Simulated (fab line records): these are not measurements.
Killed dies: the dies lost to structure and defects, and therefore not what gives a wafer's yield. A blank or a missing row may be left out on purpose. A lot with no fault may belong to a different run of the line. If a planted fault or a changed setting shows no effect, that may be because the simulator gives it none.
What tool caused it? / flow nand_harc / 12 lots with 34 wafers sampled at 5 steps, on a route of 1302 steps

WHAT THE GAUGES SHOWED, per wafer
NHARC_END_SORT_01. Usual: killed_at_array 52, standard deviation 17; killed_at_other 0.9, standard deviation 1.2; killed_at_periphery 3.9, standard deviation 2.7; killed_dies 57, standard deviation 16; killed_open 3.3, standard deviation 1.9; killed_short 2.5, standard deviation 1.5.
lot=L463; measured=day 29 07:08; on=prober-01; killed_at_array=47 409; killed_at_other=5 6; killed_at_periphery=4 5; killed_dies=56 420; killed_open=3 2; killed_short=4 3; flag=OFF
lot=L465; measured=day 31 00:49; on=prober-02; killed_at_array=452 49; killed_at_other=0 0; killed_at_periphery=4 9; killed_dies=456 58; killed_open=1 4; killed_short=2 0; flag=OFF

TOOL THAT RAN EACH LOT (tool first, then ch and the chambers of the sampled wafers, then the start)
lot=L450; NHARC_A_STAIRCASE_TRIM_222=rie_diel-11 ch 1,2, day 16 04:36 or earlier; NHARC_A_STAIRCASE_ETCH_223=rie_diel-11 ch 0,2, day 16 04:36 or earlier; NHARC_A_STAIRCASE_ETCH_225=rie_diel-11 ch 1,3, day 16 04:36; NHARC_A_STAIRCASE_TRIM_235=rie_diel-11 ch 0,1, no start
lot=L453; NHARC_A_STAIRCASE_TRIM_222=rie_diel-11 ch 0,2,3, day 17 08:24 or earlier; NHARC_A_STAIRCASE_ETCH_223=rie_diel-11 ch 1,3, day 17 08:24 or earlier; NHARC_A_STAIRCASE_ETCH_225=rie_diel-11 ch 2,3, day 17 08:24; NHARC_A_STAIRCASE_TRIM_235=rie_diel-04 ch 0,1,3, no start
lot=L455; NHARC_A_STAIRCASE_TRIM_222=rie_diel-04 ch 2,3, day 18 21:42 or earlier; NHARC_A_STAIRCASE_ETCH_223=rie_diel-04 ch 1,2,3, day 18 21:42 or earlier; NHARC_A_STAIRCASE_ETCH_225=rie_diel-04 ch 0,2,3, day 18 21:42; NHARC_A_STAIRCASE_TRIM_235=rie_diel-13 ch 0,2,3, no start
lot=L457; NHARC_A_STAIRCASE_TRIM_222=rie_diel-13 ch 0,2, day 19 05:13 or earlier; NHARC_A_STAIRCASE_ETCH_223=rie_diel-13 ch 2,3, day 19 05:13 or earlier; NHARC_A_STAIRCASE_ETCH_225=rie_diel-13 ch 0,2, day 19 05:13; NHARC_A_STAIRCASE_TRIM_235=rie_diel-13 ch 0,2, no start
lot=L458; NHARC_A_STAIRCASE_TRIM_222=rie_diel-13 ch 0,3, day 19 14:31 or earlier; NHARC_A_STAIRCASE_ETCH_223=rie_diel-13 ch 0,3, day 19 14:31 or earlier; NHARC_A_STAIRCASE_ETCH_225=rie_diel-13 ch 0,3, day 19 14:31; NHARC_A_STAIRCASE_TRIM_235=rie_diel-13 ch 2,3, no start
lot=L460; NHARC_A_STAIRCASE_TRIM_222=rie_diel-04 ch 1,2,3, day 20 10:50 or earlier; NHARC_A_STAIRCASE_ETCH_223=rie_diel-04 ch 0,2,3, day 20 10:50 or earlier; NHARC_A_STAIRCASE_ETCH_225=rie_diel-04 ch 0,1,3, day 20 10:50; NHARC_A_STAIRCASE_TRIM_235=rie_diel-04 ch 1,2,3, no start
lot=L461; NHARC_A_STAIRCASE_TRIM_222=rie_diel-04 ch 2,3, day 20 11:25 or earlier; NHARC_A_STAIRCASE_ETCH_223=rie_diel-04 ch 0,2,3, day 20 11:25 or earlier; NHARC_A_STAIRCASE_ETCH_225=rie_diel-04 ch 1,2,3, day 20 11:25; NHARC_A_STAIRCASE_TRIM_235=rie_diel-13 ch 0,2, no start
lot=L463; NHARC_A_STAIRCASE_TRIM_222=rie_diel-04 ch 1,3, day 21 00:30 or earlier; NHARC_A_STAIRCASE_ETCH_223=rie_diel-04 ch 2,3, day 21 00:30 or earlier; NHARC_A_STAIRCASE_ETCH_225=rie_diel-04 ch 0,1, day 21 00:30; NHARC_A_STAIRCASE_TRIM_235=rie_diel-11 ch 0, day 29 07:08 or earlier
lot=L465; NHARC_A_STAIRCASE_TRIM_222=rie_diel-04 ch 1,2, day 22 17:14 or earlier; NHARC_A_STAIRCASE_ETCH_223=rie_diel-04 ch 0,3, day 22 17:14 or earlier; NHARC_A_STAIRCASE_ETCH_225=rie_diel-04 ch 1,2, day 22 17:14; NHARC_A_STAIRCASE_TRIM_235=rie_diel-04 ch 0,3, day 31 00:49 or earlier
lot=L471; NHARC_A_STAIRCASE_TRIM_222=rie_diel-11 ch 0,3, day 25 11:38 or earlier; NHARC_A_STAIRCASE_ETCH_223=rie_diel-11 ch 0,2, day 25 11:38 or earlier; NHARC_A_STAIRCASE_ETCH_225=rie_diel-11 ch 1,3, day 25 11:38; NHARC_A_STAIRCASE_TRIM_235=rie_diel-11 ch 0,1,3, no start
lot=L472; NHARC_A_STAIRCASE_TRIM_222=rie_diel-13 ch 0,1,3, day 25 19:21 or earlier; NHARC_A_STAIRCASE_ETCH_223=rie_diel-13 ch 0,1,2, day 25 19:21 or earlier; NHARC_A_STAIRCASE_ETCH_225=rie_diel-13 ch 0,1,2, day 25 19:21; NHARC_A_STAIRCASE_TRIM_235=rie_diel-11 ch 1,2,3, no start
lot=L473; NHARC_A_STAIRCASE_TRIM_222=rie_diel-11 ch 0,1, day 26 05:44 or earlier; NHARC_A_STAIRCASE_ETCH_223=rie_diel-11 ch 1,2,3, day 26 05:44 or earlier; NHARC_A_STAIRCASE_ETCH_225=rie_diel-11 ch 0,3, day 26 05:44; NHARC_A_STAIRCASE_TRIM_235=rie_diel-11 ch 0,1, no start
- NHARC_A_STAIRCASE_TRIM_222: chemistry O2, time 211.2 s.
- NHARC_A_STAIRCASE_ETCH_223: etches the open film in C4F8/O2, target depth 100 nm, time 40.5 s.
- NHARC_A_STAIRCASE_ETCH_225: etches the open film in C4F8/O2, target depth 100 nm, time 40.5 s.
- NHARC_A_STAIRCASE_TRIM_235: chemistry O2, time 211.2 s.

WHAT THE TOOLS THEMSELVES READ (means of the sampled wafers that have a number; where no wafer has one, the mark that the record gives instead)
NHARC_A_STAIRCASE_TRIM_222. Usual: drypump_motor_current_A 5.6 A, standard deviation 0.45; mfc_ar_sccm 0.002 sccm, standard deviation 0.0046; oes_product_au 0.999 a.u., standard deviation 0.009; rf_vpp_V 57.8 V, standard deviation 0.96; showerhead_plenum_p_Torr 3.54 Torr, standard deviation 0.18; throttle_valve_pct 17.037 %, standard deviation 0.0089.
lot=L450; tool=rie_diel-11; drypump_motor_current_A (A)=5.8; mfc_ar_sccm (sccm)=0.000; oes_product_au (a.u.)=1.004; rf_vpp_V (V)=58.9; showerhead_plenum_p_Torr (Torr)=3.62; throttle_valve_pct (%)=17.035; flag=
lot=L453; tool=rie_diel-11; drypump_motor_current_A (A)=5.6; mfc_ar_sccm (sccm)=0.005; oes_product_au (a.u.)=0.991; rf_vpp_V (V)=57.6; showerhead_plenum_p_Torr (Torr)=3.59; throttle_valve_pct (%)=17.047; flag=
lot=L455; tool=rie_diel-04; drypump_motor_current_A (A)=5.2; mfc_ar_sccm (sccm)=0.001; oes_product_au (a.u.)=0.994; rf_vpp_V (V)=56.9; showerhead_plenum_p_Torr (Torr)=3.30; throttle_valve_pct (%)=17.034; flag=
lot=L457; tool=rie_diel-13; drypump_motor_current_A (A)=5.8; mfc_ar_sccm (sccm)=0.000; oes_product_au (a.u.)=1.007; rf_vpp_V (V)=57.3; showerhead_plenum_p_Torr (Torr)=3.59; throttle_valve_pct (%)=17.038; flag=
lot=L458; tool=rie_diel-13; drypump_motor_current_A (A)=6.2; mfc_ar_sccm (sccm)=0.002; oes_product_au (a.u.)=0.997; rf_vpp_V (V)=58.7; showerhead_plenum_p_Torr (Torr)=3.44; throttle_valve_pct (%)=17.028; flag=
lot=L460; tool=rie_diel-04; drypump_motor_current_A (A)=5.2; mfc_ar_sccm (sccm)=0.001; oes_product_au (a.u.)=0.995; rf_vpp_V (V)=57.8; showerhead_plenum_p_Torr (Torr)=3.41; throttle_valve_pct (%)=17.039; flag=
lot=L461; tool=rie_diel-04; drypump_motor_current_A (A)=5.3; mfc_ar_sccm (sccm)=0.001; oes_product_au (a.u.)=0.991; rf_vpp_V (V)=57.0; showerhead_plenum_p_Torr (Torr)=3.29; throttle_valve_pct (%)=17.045; flag=
lot=L463; tool=rie_diel-04; drypump_motor_current_A (A)=5.1; mfc_ar_sccm (sccm)=0.000; oes_product_au (a.u.)=1.002; rf_vpp_V (V)=57.8; showerhead_plenum_p_Torr (Torr)=3.47; throttle_valve_pct (%)=17.044; flag=
lot=L465; tool=rie_diel-04; drypump_motor_current_A (A)=5.2; mfc_ar_sccm (sccm)=0.001; oes_product_au (a.u.)=0.996; rf_vpp_V (V)=57.2; showerhead_plenum_p_Torr (Torr)=3.45; throttle_valve_pct (%)=17.042; flag=
lot=L471; tool=rie_diel-11; drypump_motor_current_A (A)=5.4; mfc_ar_sccm (sccm)=0.005; oes_product_au (a.u.)=0.994; rf_vpp_V (V)=58.6; showerhead_plenum_p_Torr (Torr)=3.74; throttle_valve_pct (%)=17.040; flag=
lot=L472; tool=rie_diel-13; drypump_motor_current_A (A)=5.9; mfc_ar_sccm (sccm)=0.002; oes_product_au (a.u.)=0.998; rf_vpp_V (V)=57.6; showerhead_plenum_p_Torr (Torr)=3.67; throttle_valve_pct (%)=17.030; flag=
lot=L473; tool=rie_diel-11; drypump_motor_current_A (A)=5.7; mfc_ar_sccm (sccm)=0.011; oes_product_au (a.u.)=0.997; rf_vpp_V (V)=58.4; showerhead_plenum_p_Torr (Torr)=3.64; throttle_valve_pct (%)=17.042; flag=

NHARC_A_STAIRCASE_ETCH_223. Usual: oes_product_au 0.942 a.u., standard deviation 0.011; rf_vpp_V 897 V, standard deviation 6.5; run_length_s 61.7 s, standard deviation 0.5.
lot=L450; tool=rie_diel-11; oes_product_au (a.u.)=0.936; rf_vpp_V (V)=898; run_length_s (s)=62.3; flag=
lot=L453; tool=rie_diel-11; oes_product_au (a.u.)=0.944; rf_vpp_V (V)=896; run_length_s (s)=61.7; flag=
lot=L455; tool=rie_diel-04; oes_product_au (a.u.)=0.934; rf_vpp_V (V)=892; run_length_s (s)=61.9; flag=
lot=L457; tool=rie_diel-13; oes_product_au (a.u.)=0.939; rf_vpp_V (V)=895; run_length_s (s)=61.4; flag=
lot=L458; tool=rie_diel-13; oes_product_au (a.u.)=0.935; rf_vpp_V (V)=890; run_length_s (s)=62.0; flag=
lot=L460; tool=rie_diel-04; oes_product_au (a.u.)=0.922; rf_vpp_V (V)=892; run_length_s (s)=61.7; flag=
lot=L461; tool=rie_diel-04; oes_product_au (a.u.)=0.942; rf_vpp_V (V)=890; run_length_s (s)=61.6; flag=
lot=L463; tool=rie_diel-04; oes_product_au (a.u.)=0.944; rf_vpp_V (V)=888; run_length_s (s)=61.5; flag=
lot=L465; tool=rie_diel-04; oes_product_au (a.u.)=0.941; rf_vpp_V (V)=892; run_length_s (s)=61.5; flag=
lot=L471; tool=rie_diel-11; oes_product_au (a.u.)=0.945; rf_vpp_V (V)=903; run_length_s (s)=61.9; flag=
lot=L472; tool=rie_diel-13; oes_product_au (a.u.)=0.955; rf_vpp_V (V)=899; run_length_s (s)=61.8; flag=
lot=L473; tool=rie_diel-11; oes_product_au (a.u.)=0.944; rf_vpp_V (V)=899; run_length_s (s)=61.3; flag=

NHARC_A_STAIRCASE_ETCH_225. Usual: oes_product_au 0.940 a.u., standard deviation 0.012; rf_vpp_V 897 V, standard deviation 6.7; run_length_s 61.7 s, standard deviation 0.52.
lot=L450; tool=rie_diel-11; oes_product_au (a.u.)=0.924; rf_vpp_V (V)=896; run_length_s (s)=61.5; flag=
lot=L453; tool=rie_diel-11; oes_product_au (a.u.)=0.934; rf_vpp_V (V)=904; run_length_s (s)=61.6; flag=
lot=L455; tool=rie_diel-04; oes_product_au (a.u.)=0.925; rf_vpp_V (V)=890; run_length_s (s)=61.7; flag=
lot=L457; tool=rie_diel-13; oes_product_au (a.u.)=0.945; rf_vpp_V (V)=897; run_length_s (s)=61.3; flag=
lot=L458; tool=rie_diel-13; oes_product_au (a.u.)=0.931; rf_vpp_V (V)=890; run_length_s (s)=62.1; flag=
lot=L460; tool=rie_diel-04; oes_product_au (a.u.)=0.942; rf_vpp_V (V)=894; run_length_s (s)=61.5; flag=
lot=L461; tool=rie_diel-04; oes_product_au (a.u.)=0.936; rf_vpp_V (V)=892; run_length_s (s)=62.0; flag=
lot=L463; tool=rie_diel-04; oes_product_au (a.u.)=0.948; rf_vpp_V (V)=898; run_length_s (s)=56.7; flag=OFF
lot=L465; tool=rie_diel-04; oes_product_au (a.u.)=0.943; rf_vpp_V (V)=893; run_length_s (s)=57.5; flag=OFF
lot=L471; tool=rie_diel-11; oes_product_au (a.u.)=0.928; rf_vpp_V (V)=899; run_length_s (s)=61.5; flag=
lot=L472; tool=rie_diel-13; oes_product_au (a.u.)=0.955; rf_vpp_V (V)=899; run_length_s (s)=61.5; flag=
lot=L473; tool=rie_diel-11; oes_product_au (a.u.)=0.942; rf_vpp_V (V)=904; run_length_s (s)=61.8; flag=

NHARC_A_STAIRCASE_TRIM_235. Usual: drypump_motor_current_A 5.6 A, standard deviation 0.47; mfc_ar_sccm 0.002 sccm, standard deviation 0.0046; oes_product_au 0.999 a.u., standard deviation 0.01; rf_vpp_V 57.8 V, standard deviation 0.97; showerhead_plenum_p_Torr 3.54 Torr, standard deviation 0.18; throttle_valve_pct 17.037 %, standard deviation 0.0098.
lot=L450; tool=rie_diel-11; drypump_motor_current_A (A)=5.7; mfc_ar_sccm (sccm)=0.005; oes_product_au (a.u.)=0.995; rf_vpp_V (V)=57.2; showerhead_plenum_p_Torr (Torr)=3.37; throttle_valve_pct (%)=17.023; flag=
lot=L453; tool=rie_diel-04; drypump_motor_current_A (A)=5.5; mfc_ar_sccm (sccm)=0.000; oes_product_au (a.u.)=0.993; rf_vpp_V (V)=57.0; showerhead_plenum_p_Torr (Torr)=3.52; throttle_valve_pct (%)=17.041; flag=
lot=L455; tool=rie_diel-13; drypump_motor_current_A (A)=6.0; mfc_ar_sccm (sccm)=0.002; oes_product_au (a.u.)=1.004; rf_vpp_V (V)=57.7; showerhead_plenum_p_Torr (Torr)=3.48; throttle_valve_pct (%)=17.042; flag=
lot=L457; tool=rie_diel-13; drypump_motor_current_A (A)=5.8; mfc_ar_sccm (sccm)=0.000; oes_product_au (a.u.)=1.001; rf_vpp_V (V)=58.2; showerhead_plenum_p_Torr (Torr)=3.59; throttle_valve_pct (%)=17.044; flag=
lot=L458; tool=rie_diel-13; drypump_motor_current_A (A)=6.1; mfc_ar_sccm (sccm)=0.004; oes_product_au (a.u.)=1.003; rf_vpp_V (V)=57.7; showerhead_plenum_p_Torr (Torr)=3.40; throttle_valve_pct (%)=17.034; flag=
lot=L460; tool=rie_diel-04; drypump_motor_current_A (A)=5.2; mfc_ar_sccm (sccm)=0.001; oes_product_au (a.u.)=0.994; rf_vpp_V (V)=57.7; showerhead_plenum_p_Torr (Torr)=3.41; throttle_valve_pct (%)=17.044; flag=
lot=L461; tool=rie_diel-13; drypump_motor_current_A (A)=5.8; mfc_ar_sccm (sccm)=0.000; oes_product_au (a.u.)=1.015; rf_vpp_V (V)=58.2; showerhead_plenum_p_Torr (Torr)=3.58; throttle_valve_pct (%)=17.040; flag=
lot=L463; tool=rie_diel-11; drypump_motor_current_A (A)=5.7; mfc_ar_sccm (sccm)=0.016; oes_product_au (a.u.)=1.002; rf_vpp_V (V)=57.8; showerhead_plenum_p_Torr (Torr)=3.80; throttle_valve_pct (%)=17.034; flag=OFF
lot=L465; tool=rie_diel-04; drypump_motor_current_A (A)=5.8; mfc_ar_sccm (sccm)=0.000; oes_product_au (a.u.)=1.002; rf_vpp_V (V)=57.0; showerhead_plenum_p_Torr (Torr)=3.43; throttle_valve_pct (%)=17.037; flag=
lot=L471; tool=rie_diel-11; drypump_motor_current_A (A)=5.5; mfc_ar_sccm (sccm)=0.005; oes_product_au (a.u.)=0.993; rf_vpp_V (V)=57.5; showerhead_plenum_p_Torr (Torr)=3.63; throttle_valve_pct (%)=17.040; flag=
lot=L472; tool=rie_diel-11; drypump_motor_current_A (A)=5.6; mfc_ar_sccm (sccm)=0.000; oes_product_au (a.u.)=0.990; rf_vpp_V (V)=57.6; showerhead_plenum_p_Torr (Torr)=3.59; throttle_valve_pct (%)=17.040; flag=
lot=L473; tool=rie_diel-11; drypump_motor_current_A (A)=5.7; mfc_ar_sccm (sccm)=0.005; oes_product_au (a.u.)=0.994; rf_vpp_V (V)=58.2; showerhead_plenum_p_Torr (Torr)=3.51; throttle_valve_pct (%)=17.031; flag=

THE ANSWER, worked out from the rows above alone
Rule: take the mean of a lot's wafers that have a number; if it is more than 3 standard deviations from the usual mean, the lot is off. Also off: a lot with no number at a reading for which 4 or more lots have one. Any other lot the step has rows for is counted as sound. Order of review: gauges by route order, followed by the tools' own readings, for which a lot's mean as printed above is used. At the first step where some lot is off, the reading lying furthest off is the one used; lots without a number count as furthest.
Off: L463, L465, at NHARC_END_SORT_01 (killed_dies). Neither off nor sound, because the step has no rows for them: L450, L453, L455, L457, L458, L460, L461, L471, L472, L473.
A tool fits if, at a process step before that reading, it ran every lot that is off, and no sound lot after the first of them. The gauges at NHARC_END_SORT_01 aren't tried: what is off there is off at NHARC_A_STAIRCASE_ETCH_225 too, on other tools, and a gauge's error can't cause that. Because NHARC_A_STAIRCASE_TRIM_222 lacks a start for some lots, the hours and order of its lots are taken from NHARC_A_STAIRCASE_ETCH_225. Because NHARC_A_STAIRCASE_ETCH_223 lacks a start for some lots, the hours and order of its lots are taken from NHARC_A_STAIRCASE_ETCH_225. Because NHARC_A_STAIRCASE_TRIM_235 lacks a start for some lots, the hours and order of its lots are taken from NHARC_END_SORT_01. One fits: NHARC_A_STAIRCASE_TRIM_222 and NHARC_A_STAIRCASE_ETCH_223 and NHARC_A_STAIRCASE_ETCH_225 on rie_diel-04. It ran no sound lot before its first lot that is off in this sample, so the start can't be narrowed down.

WHAT HAD BEEN PUT IN BY THE SIMULATOR
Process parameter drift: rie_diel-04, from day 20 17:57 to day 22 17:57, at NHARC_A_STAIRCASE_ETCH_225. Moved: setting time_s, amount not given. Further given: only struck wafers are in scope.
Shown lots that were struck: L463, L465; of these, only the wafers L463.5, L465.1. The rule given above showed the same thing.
